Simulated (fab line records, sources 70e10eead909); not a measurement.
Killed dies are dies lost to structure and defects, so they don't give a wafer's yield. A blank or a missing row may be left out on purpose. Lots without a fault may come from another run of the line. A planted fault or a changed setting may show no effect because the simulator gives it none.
Which tool did it? | flow nand_harc | 24 lots, 72 wafers sampled, at 5 steps of a route of 1159

WHAT THE GAUGES READ, wafer by wafer
NHARC_P_M1_OVL_MEAS_10: pitch 260 nm. Usual: overlay_x_nm 0.0 nm, standard deviation 0.82; overlay_y_nm -0.4 nm, standard deviation 0.87.
lot  | measured     | on         | overlay_x_nm (nm) | overlay_y_nm (nm) | flag
L074 | day 5 23:46  | overlay-01 | -0.6 -0.7 -0.1    | -0.1 -0.6 -0.6    |
L075 | day 6 08:13  | overlay-02 | 2.0 2.2 2.1       | 0.5 0.6 0.7       |
L076 | day 6 09:04  | overlay-01 | -0.4 -0.3 -0.4    | 0.2 0.5 -0.5      |
L077 | day 6 16:29  | overlay-01 | -1.9 -1.5 -2.0    | 0.0 0.4 0.0       |
L078 | day 7 02:19  | overlay-01 | -0.8 -0.3 -0.6    | -1.5 -1.1 -1.3    |
L079 | day 7 10:25  | overlay-02 | -0.7 -0.6 -0.7    | 2.1 1.4 2.4       |
L080 | day 7 13:22  | overlay-02 | 1.2 0.2 0.6       | -1.7 -1.0 -0.5    |
L081 | day 7 22:38  | overlay-02 | 0.1 -0.4 -0.4     | -1.9 -1.7 -1.9    |
L082 | day 7 22:49  | overlay-02 | -0.2 -0.2 -0.4    | -1.0 -1.0 -0.4    |
L083 | day 8 10:38  | overlay-02 | -0.3 0.3 0.5      | -0.4 -0.4 -0.1    |
L084 | day 8 11:14  | overlay-01 | 0.2 -0.1 -0.4     | -0.1 0.2 -0.1     |
L085 | day 9 00:39  | overlay-02 | 0.5 0.7 0.4       | -0.3 0.1 0.3      |
L087 | day 9 01:46  | overlay-01 | -1.3 -0.9 -1.2    | -0.9 -1.2 -1.1    |
L086 | day 9 02:15  | overlay-01 | -0.7 -0.6 -1.2    | -0.6 -0.5 -0.4    |
L088 | day 9 11:03  | overlay-02 | 1.1 1.2 1.1       | 0.2 -0.6 0.5      |
L089 | day 10 00:56 | overlay-01 | 0.3 0.5 -0.5      | 0.2 -0.2 0.2      |
L090 | day 10 03:32 | overlay-01 | -0.6 -0.2 -0.5    | -1.0 -1.2 -0.5    |
L091 | day 10 03:56 | overlay-02 | 0.3 0.5 0.2       | -1.9 -1.9 -1.4    |
L092 | day 10 13:41 | overlay-02 | 1.4 1.0 1.1       | -0.9 -1.3 -1.4    |
L093 | day 10 21:19 | overlay-02 | 0.2 -0.1 -0.5     | -1.3 -1.1 -0.9    |
L094 | day 10 21:52 | overlay-02 | 1.2 0.9 0.8       | -0.5 -0.2 0.4     |
L096 | day 11 07:29 | overlay-02 | -0.2 -0.2 0.4     | 0.0 0.4 -0.2      |
L095 | day 11 07:53 | overlay-01 | 0.2 -0.3 -0.5     | 0.5 0.2 0.1       |
L097 | day 11 11:08 | overlay-02 | 0.8 0.7 0.8       | 0.1 0.4 0.8       |

NHARC_P_M2_THK_MEAS_24: measures by xrf. Usual: thk_nm 143.7 nm, standard deviation 1.8.
lot  | measured     | on            | thk_nm (nm)       | flag
L074 | day 6 06:27  | film_metro-02 | 139.9 141.1 143.4 |
L075 | day 6 14:55  | film_metro-01 | 145.2 142.9 146.8 |
L076 | day 6 16:31  | film_metro-01 | 143.2 143.0 143.5 |
L077 | day 6 23:07  | film_metro-02 | 142.7 146.9 145.7 |
L078 | day 7 09:07  | film_metro-02 | 144.5 142.9 141.7 |
L079 | day 7 17:08  | film_metro-02 | 141.9 144.1 141.7 |
L080 | day 7 20:01  | film_metro-02 | 144.7 144.7 144.4 |
L081 | day 8 05:43  | film_metro-01 | 143.8 144.0 144.0 |
L082 | day 8 06:01  | film_metro-02 | 143.7 142.8 141.4 |
L083 | day 8 17:28  | film_metro-02 | 144.4 144.8 140.7 |
L084 | day 8 18:25  | film_metro-01 | 145.1 140.9 143.9 |
L085 | day 9 07:13  | film_metro-02 | 144.9 145.2 144.5 |
L087 | day 9 08:26  | film_metro-01 | 142.4 144.2 143.7 |
L086 | day 9 09:02  | film_metro-02 | 142.2 142.1 142.3 |
L088 | day 9 17:45  | film_metro-01 | 143.0 143.5 141.3 |
L089 | day 10 07:58 | film_metro-02 | 144.4 141.2 146.6 |
L090 | day 10 10:18 | film_metro-02 | 146.7 144.1 143.7 |
L091 | day 10 11:08 | film_metro-01 | 146.4 146.9 144.7 |
L092 | day 10 20:34 | film_metro-01 | 142.7 141.5 144.0 |
L093 | day 11 04:25 | film_metro-01 | 142.0 141.2 141.9 |
L094 | day 11 05:13 | film_metro-01 | 144.1 141.4 143.7 |
L096 | day 11 14:25 | film_metro-01 | 143.2 146.3 142.5 |
L095 | day 11 14:40 | film_metro-02 | 144.0 145.5 143.4 |
L097 | day 11 17:52 | film_metro-02 | 142.9 142.4 144.2 |

NHARC_P_BONDPAD_OVL_MEAS_38. Usual: overlay_x_nm 0 nm, standard deviation 5.4; overlay_y_nm 0 nm, standard deviation 5.8.
lot  | measured     | on         | overlay_x_nm (nm) | overlay_y_nm (nm) | flag
L074 | day 6 08:40  | overlay-02 | 5 5 5             | 4 4 4             |
L075 | day 6 16:55  | overlay-02 | -2 -2 -2          | -7 -6 -6          |
L076 | day 6 18:34  | overlay-02 | -3 -3 -3          | 1 1 1             |
L077 | day 7 01:09  | overlay-02 | 1 0 0             | -1 -1 -1          |
L078 | day 7 11:10  | overlay-02 | 13 12 12          | 0 0 0             |
L079 | day 7 19:10  | overlay-02 | -1 -1 -1          | -7 -7 -8          |
L080 | day 7 22:04  | overlay-02 | -4 -3 -4          | -6 -6 -7          |
L081 | day 8 07:46  | overlay-01 | -13 -12 -12       | -5 -5 -5          |
L082 | day 8 08:20  | overlay-02 | 1 0 0             | 4 4 4             |
L083 | day 8 19:22  | overlay-01 | 1 0 1             | -2 -2 -2          |
L084 | day 8 20:21  | overlay-02 | -5 -4 -4          | 2 2 3             |
L085 | day 9 09:15  | overlay-02 | 6 6 6             | 2 3 3             |
L087 | day 9 10:29  | overlay-01 | 4 4 4             | -4 -4 -4          |
L086 | day 9 11:05  | overlay-01 | -4 -4 -4          | 0 0 1             |
L088 | day 9 19:38  | overlay-01 | -2 -2 -2          | 14 15 14          |
L089 | day 10 09:53 | overlay-02 | -7 -7 -7          | 5 5 5             |
L090 | day 10 12:20 | overlay-01 | -3 -3 -3          | 5 4 5             |
L091 | day 10 13:10 | overlay-02 | -3 -3 -3          | 8 8 8             |
L092 | day 10 22:35 | overlay-01 | -6 -6 -6          | -11 -12 -12       |
L093 | day 11 07:58 | overlay-02 | -3 -4 -3          | -3 -3 -4          |
L094 | day 11 08:21 | overlay-02 | 7 7 7             | -10 -10 -10       |
L096 | day 11 16:29 | overlay-02 | 0 0 0             | 3 3 4             |
L095 | day 11 16:42 | overlay-02 | 9 9 9             | 0 0 0             |
L097 | day 11 20:02 | overlay-02 | 2 2 3             | 2 3 3             |

WHICH TOOL RAN EACH LOT (tool, then ch and the chambers of the sampled wafers, then the start)
lot  | NHARC_P_CONTACT_ETCH_35            | NHARC_P_CONTACT_STRIP_28
L074 | rie_diel-03 ch 0,1, day 5 14:02    | rie_diel-07 ch 1,3, day 5 14:54
L075 | rie_diel-07 ch 0,1,3, day 5 19:38  | rie_diel-03 ch 1,2,3, day 5 20:30
L076 | rie_diel-07 ch 1,3, day 5 20:40    | rie_diel-03 ch 0,2, day 5 21:42
L077 | rie_diel-03 ch 1,2,3, day 6 07:43  | rie_diel-07 ch 0,3, day 6 08:37
L078 | rie_diel-07 ch 0,1,3, day 6 18:12  | rie_diel-03 ch 0,2,3, day 6 19:06
L079 | rie_diel-13 ch 0,2,3, day 6 18:46  | rie_diel-03 ch 1,2,3, day 6 21:55
L080 | rie_diel-07 ch 0,2,3, day 7 05:10  | rie_diel-03 ch 1,2,3, day 7 06:03
L081 | rie_diel-07 ch 1,2,3, day 7 11:54  | rie_diel-07 ch 1,3, day 7 12:45
L082 | rie_diel-03 ch 2,3, day 7 12:49    | rie_diel-07 ch 1,2,3, day 7 13:44
L083 | rie_diel-07 ch 1,2,3, day 8 02:15  | rie_diel-13 ch 1,2,3, day 8 03:08
L084 | rie_diel-03 ch 0,1,3, day 8 02:46  | rie_diel-07 ch 0,2,3, day 8 03:38
L085 | rie_diel-03 ch 0,1,3, day 8 16:38  | rie_diel-03 ch 0,2,3, day 8 17:29
L087 | rie_diel-03 ch 0,1,3, day 8 17:26  | rie_diel-07 ch 0,1, day 8 18:34
L086 | rie_diel-03 ch 0,3, day 8 18:05    | rie_diel-13 ch 1,2, day 8 18:58
L088 | rie_diel-07 ch 0,2,3, day 9 01:20  | rie_diel-07 ch 1,2,3, day 9 02:15
L089 | rie_diel-13 ch 0,1,3, day 9 10:52  | rie_diel-07 ch 0,1,2, day 9 11:59
L090 | rie_diel-03 ch 2,3, day 9 18:19    | rie_diel-03 ch 2,3, day 9 19:20
L091 | rie_diel-07 ch 2,3, day 9 18:32    | rie_diel-07 ch 1,2,3, day 9 19:24
L092 | rie_diel-13 ch 0,1, day 10 04:49   | rie_diel-13 ch 0,1,2, day 10 05:41
L093 | rie_diel-07 ch 0,2,3, day 10 08:35 | rie_diel-13 ch 0,2,3, day 10 09:35
L094 | rie_diel-07 ch 0,3, day 10 09:06   | rie_diel-03 ch 0,2,3, day 10 09:59
L096 | rie_diel-13 ch 0,1,3, day 10 20:40 | rie_diel-03 ch 0,1,2, day 10 21:32
L095 | rie_diel-07 ch 1,3, day 10 21:26   | rie_diel-03 ch 1,2, day 10 22:18
L097 | rie_diel-03 ch 0,1,2, day 11 02:59 | rie_diel-07 ch 0,3, day 11 03:49
- NHARC_P_CONTACT_ETCH_35: etches the open film in CF4, target depth 39 nm, time 65 s.
- NHARC_P_CONTACT_STRIP_28: strips in O2.

WHAT THE TOOLS THEMSELVES READ (means of the sampled wafers that have a number; where no wafer has one, the mark that the record gives instead)
NHARC_P_CONTACT_ETCH_35. Usual: drypump_motor_current_A 5.6 A, standard deviation 0.51; mfc_ar_sccm 0.017 sccm, standard deviation 0.013; oes_product_au 0.998 a.u., standard deviation 0.013; rf_vpp_V 151.5 V, standard deviation 1.2; showerhead_plenum_p_Torr 1.78 Torr, standard deviation 0.082; throttle_valve_pct 13.283 %, standard deviation 0.01.
lot  | tool        | drypump_motor_current_A (A) | mfc_ar_sccm (sccm) | oes_product_au (a.u.) | rf_vpp_V (V) | showerhead_plenum_p_Torr (Torr) | throttle_valve_pct (%) | flag
L074 | rie_diel-03 | 5.5                         | 0.010              | 0.990                 | 151.9        | 1.75                            | 13.272                 |
L075 | rie_diel-07 | 6.0                         | 0.016              | 1.001                 | 150.4        | 1.73                            | 13.279                 |
L076 | rie_diel-07 | 5.8                         | 0.018              | 1.003                 | 150.6        | 1.79                            | 13.291                 |
L077 | rie_diel-03 | 5.0                         | 0.017              | 0.983                 | 152.2        | 1.83                            | 13.281                 |
L078 | rie_diel-07 | 6.0                         | 0.016              | 1.001                 | 150.6        | 1.73                            | 13.278                 |
L079 | rie_diel-13 | 5.7                         | 0.000              | 1.002                 | 151.3        | 1.82                            | 13.281                 |
L080 | rie_diel-07 | 5.9                         | 0.025              | 1.003                 | 151.0        | 1.77                            | 13.277                 |
L081 | rie_diel-07 | 5.9                         | 0.018              | 1.000                 | 151.7        | 1.76                            | 13.283                 |
L082 | rie_diel-03 | 4.9                         | 0.027              | 0.991                 | 152.5        | 1.86                            | 13.284                 |
L083 | rie_diel-07 | 5.9                         | 0.018              | 0.990                 | 151.2        | 1.76                            | 13.296                 |
L084 | rie_diel-03 | 5.3                         | 0.017              | 0.994                 | 151.9        | 1.80                            | 13.286                 |
L085 | rie_diel-03 | 5.3                         | 0.017              | 0.996                 | 152.3        | 1.80                            | 13.282                 |
L087 | rie_diel-03 | 5.3                         | 0.017              | 0.996                 | 152.2        | 1.80                            | 13.281                 |
L086 | rie_diel-03 | 5.1                         | 0.025              | 0.984                 | 152.0        | 1.84                            | 13.279                 |
L088 | rie_diel-07 | 5.9                         | 0.025              | 1.000                 | 151.7        | 1.77                            | 13.293                 |
L089 | rie_diel-13 | 5.9                         | 0.000              | 1.008                 | 151.4        | 1.81                            | 13.289                 |
L090 | rie_diel-03 | 4.9                         | 0.027              | 0.984                 | 152.8        | 1.86                            | 13.287                 |
L091 | rie_diel-07 | 5.7                         | 0.028              | 1.009                 | 152.0        | 1.79                            | 13.279                 |
L092 | rie_diel-13 | 5.8                         | 0.000              | 1.015                 | 152.3        | 1.83                            | 13.286                 |
L093 | rie_diel-07 | 5.9                         | 0.025              | 1.005                 | 151.2        | 1.76                            | 13.282                 |
L094 | rie_diel-07 | 6.0                         | 0.023              | 1.009                 | 150.9        | 1.73                            | 13.279                 |
L096 | rie_diel-13 | 5.9                         | 0.000              | 0.998                 | 151.3        | 1.81                            | 13.279                 |
L095 | rie_diel-07 | 5.8                         | 0.018              | 1.007                 | 151.3        | 1.79                            | 13.286                 |
L097 | rie_diel-03 | 5.3                         | 0.020              | 0.996                 | 151.7        | 1.78                            | 13.285                 |

NHARC_P_CONTACT_STRIP_28. Usual: drypump_motor_current_A 5.6 A, standard deviation 0.49; mfc_ar_sccm 0.016 sccm, standard deviation 0.013; o2_flow_sccm 499.9 sccm, standard deviation 1.4; oes_product_au 0.998 a.u., standard deviation 0.013; rf_vpp_V 57.8 V, standard deviation 0.93; showerhead_plenum_p_Torr 3.54 Torr, standard deviation 0.16; throttle_valve_pct 17.035 %, standard deviation 0.0095.
lot  | tool        | drypump_motor_current_A (A) | mfc_ar_sccm (sccm) | o2_flow_sccm (sccm) | oes_product_au (a.u.) | rf_vpp_V (V) | showerhead_plenum_p_Torr (Torr) | throttle_valve_pct (%) | flag
L074 | rie_diel-07 | 5.9                         | 0.009              | 500.9               | 0.995                 | 57.8         | 3.44                            | 17.034                 |
L075 | rie_diel-03 | 5.1                         | 0.017              | 500.3               | 0.989                 | 58.3         | 3.65                            | 17.032                 |
L076 | rie_diel-03 | 5.4                         | 0.030              | 500.5               | 1.014                 | 57.6         | 3.56                            | 17.037                 |
L077 | rie_diel-07 | 5.8                         | 0.025              | 499.9               | 1.004                 | 57.6         | 3.60                            | 17.041                 |
L078 | rie_diel-03 | 5.1                         | 0.027              | 500.4               | 0.992                 | 57.6         | 3.65                            | 17.031                 |
L079 | rie_diel-03 | 5.1                         | 0.017              | 501.1               | 0.976                 | 58.2         | 3.65                            | 17.044                 |
L080 | rie_diel-03 | 5.1                         | 0.017              | 499.6               | 0.982                 | 57.8         | 3.65                            | 17.036                 |
L081 | rie_diel-07 | 6.0                         | 0.009              | 500.3               | 0.992                 | 57.6         | 3.44                            | 17.037                 |
L082 | rie_diel-07 | 5.8                         | 0.018              | 499.3               | 0.994                 | 57.0         | 3.50                            | 17.040                 |
L083 | rie_diel-13 | 5.4                         | 0.000              | 499.9               | 1.005                 | 57.9         | 3.56                            | 17.033                 |
L084 | rie_diel-07 | 5.9                         | 0.025              | 499.7               | 1.006                 | 58.5         | 3.52                            | 17.040                 |
L085 | rie_diel-03 | 5.1                         | 0.027              | 500.1               | 0.991                 | 57.9         | 3.65                            | 17.038                 |
L087 | rie_diel-07 | 6.2                         | 0.014              | 500.0               | 0.997                 | 57.5         | 3.33                            | 17.036                 |
L086 | rie_diel-13 | 5.3                         | 0.000              | 500.4               | 1.008                 | 59.1         | 3.60                            | 17.037                 |
L088 | rie_diel-07 | 5.8                         | 0.018              | 499.2               | 0.993                 | 57.2         | 3.50                            | 17.046                 |
L089 | rie_diel-07 | 6.1                         | 0.016              | 498.4               | 0.991                 | 57.8         | 3.38                            | 17.033                 |
L090 | rie_diel-03 | 4.9                         | 0.027              | 498.7               | 0.986                 | 58.0         | 3.71                            | 17.027                 |
L091 | rie_diel-07 | 5.8                         | 0.018              | 498.6               | 1.000                 | 57.8         | 3.50                            | 17.040                 |
L092 | rie_diel-13 | 5.8                         | 0.000              | 500.8               | 1.012                 | 58.7         | 3.65                            | 17.034                 |
L093 | rie_diel-13 | 5.8                         | 0.000              | 500.9               | 1.008                 | 57.0         | 3.61                            | 17.039                 |
L094 | rie_diel-03 | 5.1                         | 0.027              | 500.2               | 1.005                 | 57.4         | 3.65                            | 17.037                 |
L096 | rie_diel-03 | 5.3                         | 0.020              | 499.7               | 0.995                 | 58.5         | 3.55                            | 17.019                 |
L095 | rie_diel-03 | 5.1                         | 0.020              | 499.5               | 0.984                 | 58.5         | 3.61                            | 17.039                 |
L097 | rie_diel-07 | 6.0                         | 0.023              | 499.7               | 1.004                 | 57.4         | 3.46                            | 17.034                 |

THE ANSWER, worked out from the rows above alone
Rule: a lot is off if the mean of its wafers that have a number lies more than 3 standard deviations from the usual mean. A lot without any number at a reading at which 4 lots or more have one is off too. The other lots that the step has rows for count as sound. The gauges are gone through in route order, then the tools' own readings, and for those a lot's mean is taken as printed above. The first step at which some lot is off is used, and at that step the reading that is off furthest; a lot without a number counts as furthest.
No lot is off at any reading shown: from this, nothing can be told.

WHAT THE SIMULATOR HAD PUT IN
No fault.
